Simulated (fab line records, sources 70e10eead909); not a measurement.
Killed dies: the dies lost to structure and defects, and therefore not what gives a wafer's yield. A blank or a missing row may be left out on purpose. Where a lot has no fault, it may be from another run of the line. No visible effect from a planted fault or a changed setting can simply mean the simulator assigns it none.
A lot that was struck, set against a sound lot || flow nand-harc || 14 steps out of a route of 1159
Sound: the wafers L230.2, L230.4, L230.6. Wafers L245.2, L245.5, L245.6 were the ones struck. Last of all comes the cause.
At each step with rows: each side's tool, then ch and its chambers, then its first start. Under that, the readings that differ: sound wafers || struck wafers || difference of the means || sigmas: that difference in standard deviations of wafers without a fault.
alike: words and numbers the same on both sides, and readings whose means are apart by under 2 such deviations; not compared: readings that were withheld, readings missing a value for some wafer, numbers with overlapping values and no deviation given by the record, and bounds like >300 which may hide the same value.
A row with sigmas, a row that says differs or no value, or rows on one side alone: a step with any of these is where the two part. Non-overlapping numbers with no deviation appear without sigmas and do not part them. A reading that every wafer of one side lacks parts them only if that side has two wafers or more.

first, 3 steps without rows for these wafers: NHARC_A_STAIRCASE_STRIP_317 (strips in SPM, time 900 s); NHARC_A_STAIRCASE_PRECLEAN_318 (cleans in SC1); NHARC_A_STAIRCASE_SRD_329.
NHARC_A_STAIRCASE_ALD_415: deposits SiO2, target thk 30 nm, pulse time 6 s, ald cycles 300.
  sound on ald-hk-04 ch 0,1,2, day 11 04:05; struck on ald-hk-01 ch 0,1,2, day 15 09:59
  alike: heater-power-w, precursor-pulse-height-rel
NHARC_A_STAIRCASE_ETCHBACK_416: etches the open film in C4F8/O2/Ar, target depth 36 nm, time 7.2 s.
  sound on rie-diel-02 ch 0,2,3; struck on rie-diel-02 ch 1,2,3
  alike: bias-w, chamber-pressure-mTorr, oes-product-au, rf-vpp-V
  not compared: rf-hours-counter-h
then, 1 step without rows for these wafers: NHARC_A_STAIRCASE_STRIP_476 (strips in O2, time 20 s).
NHARC_A_STAIRCASE_DEP_417: deposits Si3N4, target thk 60 nm.
  sound on pecvd-04 ch 1,2, day 11 06:35; struck on pecvd-04 ch 0,1, day 15 11:38
  alike: heater-power-w
then, 3 steps without rows for these wafers: NHARC_A_STAIRCASE_WET_418 (chemistry H3PO4, target depth 20 nm); NHARC_A_STAIRCASE_PRECLEAN_419 (cleans in SC1); NHARC_A_STAIRCASE_SRD_421.
NHARC_A_STAIRCASE_ALD_420: deposits SiO2, target thk 20 nm, pulse time 6 s, ald cycles 200.
  sound on ald-hk-03 ch 2,3, day 11 10:04; struck on ald-hk-04 ch 1,2,3, day 15 15:48
  alike: heater-power-w, precursor-pulse-height-rel
NHARC_A_STAIRCASE_CVD_552: deposits SiNx, target thk 40 nm.
  sound on lpcvd-02 ch 1, day 11 14:46; struck on lpcvd-02 ch 1, day 16 01:38
NHARC_A_STAIRCASE_DEP_151: deposits SiO2, target thk 3800 nm.
  sound on pecvd-04 ch 0,2, day 11 18:25; struck on pecvd-01 ch 0,1,2, day 16 07:25
  alike: heater-power-w
-- jump in the record: it breaks off in module A_STAIRCASE and resumes in module END (first step shown: number 1159 of the route), and 6 days separate the struck wafers' starts before and after --
NHARC_END_SORT_01:
  at this point the record logs the struck wafers (prober-01 ch 0, day 22 13:07) and has no rows for the sound ones

## WHERE THEY PART
Only at NHARC_END_SORT_01, as far as this record shows.

WHY: the cause the simulator had injected
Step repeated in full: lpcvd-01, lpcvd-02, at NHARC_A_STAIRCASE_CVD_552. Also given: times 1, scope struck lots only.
